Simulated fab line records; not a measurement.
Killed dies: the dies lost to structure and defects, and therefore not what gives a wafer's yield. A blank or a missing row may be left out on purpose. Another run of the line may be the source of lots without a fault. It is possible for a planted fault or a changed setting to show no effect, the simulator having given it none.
A single fault, viewed from 3 desks -- flow n5-finfet -- each desk holds nothing but its own numbers, with what lay behind them at the end

FROM THE METROLOGY DESK
Means of the sampled wafers that have a number, per lot and without regard to the tool the lot ran on: this is what the gauges read. The brackets show how far a lot's mean lies from the usual mean; more than 4 standard deviations puts the lot out of limits, marked OUT.
Columns: A = cd-nm at N5_BEOL_M8_CD_MEAS_11, usual 38.5 nm; B = M8_OVL at N5_BEOL_M8_OVL_MEAS_12, usual 0.2 nm; C = cd-nm at N5_BEOL_M8_CD_MEAS_18, usual 40.0 nm
lot,first seen here,A,B,C
L486,day 9 06:31,38.6,0.7,39.9
L496,day 11 14:31,38.9,-0.1,40.2
L502,day 13 00:43,38.9,-0.6,40.5
L506,day 14 09:34,38.3,-0.2,39.9
L507,day 15 10:14,38.2,-0.2,40.0
L509,day 15 15:32,39.1,0.9,40.5
Result from this desk: across the 6 lots, nothing is out of limits.

THE DEFECT DESK
For each lot, the counts of the inspections along the route, averaged over the sampled wafers that have a number. The brackets show how far a lot's mean lies from the usual mean; more than 4 standard deviations puts the lot out of limits, marked OUT.
Columns: A = raw-defect-count at N5_BEOL_M8_INSPECT_13, usual 434
lot,first seen here,A
L486,day 9 06:34,515
L496,day 11 14:35,404
L502,day 13 00:46,391
L506,day 14 09:37,470
L507,day 15 10:17,512
L509,day 15 15:35,421
Result from this desk: across the 6 lots, nothing is out of limits.

DESK OF THE TOOL OWNER: rie-diel-04
The tool's own readings at N5_BEOL_M8_STRIP_19 (strips in O2): means of the sampled wafers that have a number, for each lot that ran on this tool. The brackets show how far a lot's mean lies from the usual mean; more than 4 standard deviations puts the lot out of limits, marked OUT.
Columns: A = chamber-pressure-mTorr at N5_BEOL_M8_STRIP_19, usual 30.00 mTorr; B = drypump-motor-current-A at N5_BEOL_M8_STRIP_19, usual 5.53 A; C = o2-flow-sccm at N5_BEOL_M8_STRIP_19, usual 225.0 sccm; D = oes-product-au at N5_BEOL_M8_STRIP_19, usual 0.83 a.u.; E = rf-vpp-V at N5_BEOL_M8_STRIP_19, usual 3.6 V; F = showerhead-plenum-p-Torr at N5_BEOL_M8_STRIP_19, usual 2.12 Torr; G = throttle-valve-pct at N5_BEOL_M8_STRIP_19, usual 16.58 %
lot,first seen here,A,B,C,D,E,F,G
L496,day 11 15:11,30.02,5.66,225.2,0.85,3.5,2.13,16.29
L502,day 13 01:16,36.00 (+99 or more) OUT,5.69,224.9,0.83,3.4,2.12,16.29
L506,day 14 10:09,33.01 (+81) OUT,5.73,224.1,0.83,3.7,2.12,16.43
Finding of this desk: L502, L506 out of limits; the first was L502 at day 13 01:16, on chamber-pressure-mTorr at N5_BEOL_M8_STRIP_19. L496: within limits.

TAKEN TOGETHER
At day 13 01:16, on L502, L506, the tool owner's desk was in a position to raise an alarm.
Metrology desk: nothing out of limits seen.
Nothing the defect desk looked at was out of limits.
The metrology desk holds a record of L502, L506, inside its limits.
The defect desk has L502, L506 on record, within its limits.
Of the lots named, all ran N5_BEOL_M8_STRIP_19 on rie-diel-04.

WHAT THE SIMULATOR HAD INSERTED
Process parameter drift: rie-diel-04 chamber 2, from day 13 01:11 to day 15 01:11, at N5_BEOL_M8_STRIP_19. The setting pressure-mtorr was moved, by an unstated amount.
Lots struck among those shown: L502, L506.
Delay in hours, fault start to first out-of-limits reading, by desk: the tool owner's desk at 0.
